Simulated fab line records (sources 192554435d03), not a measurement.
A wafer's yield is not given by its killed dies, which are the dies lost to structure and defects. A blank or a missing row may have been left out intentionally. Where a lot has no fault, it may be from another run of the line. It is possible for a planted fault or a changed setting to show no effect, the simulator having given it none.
Matching of chambers | flow n5 finfet | pecvd-01 running N5_BEOL_M4_DEP_57: 3 sister chambers
The step deposits SiCN from 3MS/NH3, target thk 8 nm, time 14 s. 3 wafers are shown with their chamber, then 7 later ones without.

== EACH WAFER AND ITS CHAMBER ==
wafer  | chamber | throttle valve pct (%)
L084.5 | 2       | 8.4
L086.2 | 0       | 9.1
L086.3 | 1       | 9.5

== WAFERS WITH NO CHAMBER GIVEN ==
wafer  | throttle valve pct (%)
L086.6 | 8.4
L094.1 | 8.4
L094.2 | 9.1
L094.4 | 9.2
L096.1 | 9.0
L096.3 | 9.6
L096.5 | 9.4

== THE CHAMBER EACH PASSED THROUGH ==
wafer  | from the rows above | in truth
L086.6 | 2                   | 2
L094.1 | 2                   | 2
L094.2 | 0                   | 0
L094.4 | 0                   | 0
L096.1 | 0                   | 0
L096.3 | 1                   | 1
L096.5 | 1                   | 1
Placed correctly: 7 of 7. Can't be placed from these rows: 0. Placed wrongly: 0.
How it was worked out, from the rows above alone: a wafer's distance from a chamber is the root of the sum, over the readings, of the square of ((its reading less the chamber's mean) divided by the reading's scatter). The wafer belongs to the nearest chamber; if the next one is less than 2 further off, it can't be placed. Each chamber's mean is taken over the wafers shown for it. The scatter: with one shown wafer a chamber, the root of the mean of the squares of how far each hidden wafer lies from its nearest shown one.
